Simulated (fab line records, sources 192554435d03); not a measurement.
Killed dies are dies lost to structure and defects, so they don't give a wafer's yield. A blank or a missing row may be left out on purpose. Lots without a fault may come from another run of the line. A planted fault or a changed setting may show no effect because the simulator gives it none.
Chamber matching | flow n5_finfet | N5_BEOL_M4_ILD_DEP_00 on pecvd-03: 3 sister chambers
The step deposits SiOC from DEMS/O2, target thk 79 nm, time 15.3 s. 6 wafers are shown with their chamber, then 8 later ones without.

WAFERS WITH THEIR CHAMBER
wafer  | chamber | throttle_valve_pct (%) | heater_power_w (W)
L602.3 | 0       | 14.0                   | 631
L610.1 | 0       | 13.9                   | 629
L612.5 | 1       | 11.2                   | 510
L614.5 | 1       | 11.5                   | 463
L614.6 | 2       | 11.9                   | 673
L616.2 | 2       | 11.9                   | 751

WAFERS WITHOUT THEIR CHAMBER
wafer  | throttle_valve_pct (%) | heater_power_w (W)
L616.3 | 12.0                   | 763
L616.4 | 11.2                   | 512
L615.2 | 11.9                   | 768
L615.4 | 11.2                   | 470
L615.5 | 11.5                   | 484
L617.1 | 12.0                   | 611
L617.4 | 11.5                   | 516
L617.6 | 11.2                   | 527

WHICH CHAMBER EACH WENT THROUGH
wafer  | from the rows above | in truth
L616.3 | 2                   | 2
L616.4 | 1                   | 1
L615.2 | 2                   | 2
L615.4 | 1                   | 1
L615.5 | 1                   | 1
L617.1 | 2                   | 2
L617.4 | 1                   | 1
L617.6 | 1                   | 1
Placed correctly: 8 of 8. Can't be placed from these rows: 0. Placed wrongly: 0.
How it was worked out, from the rows above alone: a wafer's distance from a chamber is the root of the sum, over the readings, of the square of ((its reading less the chamber's mean) divided by the reading's scatter). The wafer belongs to the nearest chamber; if the next one is less than 2 further off, it can't be placed. A chamber's mean is the mean of its shown wafers. The scatter: the root of (the sum of the squares of (reading less its chamber's mean) over the shown wafers, divided by (wafers less chambers)).
